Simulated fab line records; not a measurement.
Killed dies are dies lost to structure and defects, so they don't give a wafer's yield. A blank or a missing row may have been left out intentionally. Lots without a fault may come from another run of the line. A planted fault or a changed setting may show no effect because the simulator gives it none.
Shared-tool check / flow nandHarc / 36 wafers sampled across 12 lots

## WHY THIS WAS OPENED
At NHARC_P_GATE_CD_MEAS_26 the reading cdNm is flagged on 2 of 12 lots. Wafers without a fault read 119.9 nm, standard deviation 0.56.
Rule: flag the lot when none of its wafers has a number, or when each of its wafers that has one lies beyond 4 standard deviations from that mean. All remaining lots are regarded as sound.

lot=L599; measured=day 6 02:11; on=cdSem-03; cdNm (nm), wafer by wafer=120.3 120.2 120.1; flag=
lot=L600; measured=day 6 20:58; on=cdSem-02; cdNm (nm), wafer by wafer=119.5 120.6 120.6; flag=
lot=L602; measured=day 7 21:56; on=cdSem-03; cdNm (nm), wafer by wafer=118.9 118.9 119.3; flag=
lot=L605; measured=day 8 21:28; on=cdSem-03; cdNm (nm), wafer by wafer=120.8 120.9 120.9; flag=
lot=L606; measured=day 9 02:04; on=cdSem-02; cdNm (nm), wafer by wafer=119.3 119.0 119.3; flag=
lot=L608; measured=day 9 22:56; on=cdSem-03; cdNm (nm), wafer by wafer=125.8 125.3 125.7; flag=FLAGGED
lot=L610; measured=day 11 00:22; on=cdSem-02; cdNm (nm), wafer by wafer=125.9 125.7 126.5; flag=FLAGGED
lot=L609; measured=day 11 01:08; on=cdSem-01; cdNm (nm), wafer by wafer=120.2 119.7 120.0; flag=
lot=L611; measured=day 11 08:23; on=cdSem-01; cdNm (nm), wafer by wafer=119.9 119.9 120.3; flag=
lot=L614; measured=day 12 11:16; on=cdSem-01; cdNm (nm), wafer by wafer=119.4 119.1 119.5; flag=
lot=L619; measured=day 14 11:01; on=cdSem-02; cdNm (nm), wafer by wafer=119.7 119.8 119.2; flag=
lot=L618; measured=day 14 11:22; on=cdSem-03; cdNm (nm), wafer by wafer=119.5 121.0 120.6; flag=
The mean of the flagged lots' numbers is 125.8 nm, +5.9 nm from the usual (+11 standard deviations).

## WHICH TOOL RAN EACH LOT
The record keeps 1 process step preceding the reading, out of 1302 steps on the route. Cell contents, in order: the tool; ch with the chambers the sampled wafers went through; the start.
lot=L599; flag=; NHARC_P_GATE_EXPOSE_23=arfiScanner-03 ch 0, day 6 02:02
lot=L600; flag=; NHARC_P_GATE_EXPOSE_23=arfiScanner-01 ch 0, day 6 20:50
lot=L602; flag=; NHARC_P_GATE_EXPOSE_23=arfiScanner-02 ch 0, day 7 21:48
lot=L605; flag=; NHARC_P_GATE_EXPOSE_23=arfiScanner-01 ch 0, day 8 21:19
lot=L606; flag=; NHARC_P_GATE_EXPOSE_23=arfiScanner-02 ch 0, day 9 01:55
lot=L608; flag=FLAGGED; NHARC_P_GATE_EXPOSE_23=arfiScanner-02 ch 0, day 9 22:48
lot=L610; flag=FLAGGED; NHARC_P_GATE_EXPOSE_23=arfiScanner-02 ch 0, day 11 00:14
lot=L609; flag=; NHARC_P_GATE_EXPOSE_23=arfiScanner-03 ch 0, day 11 01:00
lot=L611; flag=; NHARC_P_GATE_EXPOSE_23=arfiScanner-01 ch 0, day 11 08:15
lot=L614; flag=; NHARC_P_GATE_EXPOSE_23=arfiScanner-01 ch 0, day 12 11:08
lot=L619; flag=; NHARC_P_GATE_EXPOSE_23=arfiScanner-01 ch 0, day 14 10:53
lot=L618; flag=; NHARC_P_GATE_EXPOSE_23=arfiScanner-03 ch 0, day 14 11:13
What the steps here do:
- NHARC_P_GATE_EXPOSE_23: exposes mask P GATE, target cd 120 nm.
- NHARC_P_GATE_CD_MEAS_26: target cd 120 nm.

## FLAGGED AGAINST TOTAL, ONE TOOL AT A TIME (gauges that did the reading follow at the end)
step=NHARC_P_GATE_EXPOSE_23; tool=arfiScanner-01; lots run=5; flagged=0; share of the flagged lots=none; sound lots run after its first flagged lot=-
step=NHARC_P_GATE_EXPOSE_23; tool=arfiScanner-02; lots run=4; flagged=2; share of the flagged lots=all; sound lots run after its first flagged lot=0
step=NHARC_P_GATE_EXPOSE_23; tool=arfiScanner-03; lots run=3; flagged=0; share of the flagged lots=none; sound lots run after its first flagged lot=-
step=NHARC_P_GATE_CD_MEAS_26; tool=cdSem-01; lots run=3; flagged=0; share of the flagged lots=none; sound lots run after its first flagged lot=-
step=NHARC_P_GATE_CD_MEAS_26; tool=cdSem-02; lots run=4; flagged=1; share of the flagged lots=some; sound lots run after its first flagged lot=1 (L619)
step=NHARC_P_GATE_CD_MEAS_26; tool=cdSem-03; lots run=5; flagged=1; share of the flagged lots=some; sound lots run after its first flagged lot=1 (L618)

## THE TABLE: WHAT IT ALLOWS
Rows of the table that ran each flagged lot: 1, that is arfiScanner-02 at NHARC_P_GATE_EXPOSE_23.
- arfiScanner-02 at NHARC_P_GATE_EXPOSE_23: 2 of its 4 lots flagged. A fault beginning between L606 (day 9 01:55), its last sound lot, and L608 (day 9 22:48), its first flagged one, fits the data. Its own readings (exposureDoseMJCm2) fall more than 4 standard deviations out on all wafers of the flagged lots.
One tool is left: arfiScanner-02 at NHARC_P_GATE_EXPOSE_23.

## WHAT HAD BEEN PUT IN BY THE SIMULATOR
Process parameter drift: arfiScanner-02, from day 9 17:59 on, at NHARC_P_GATE_EXPOSE_23. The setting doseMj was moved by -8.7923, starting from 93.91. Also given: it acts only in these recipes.
Shown lots that were struck: L608, L610. The rule above reached the same finding.
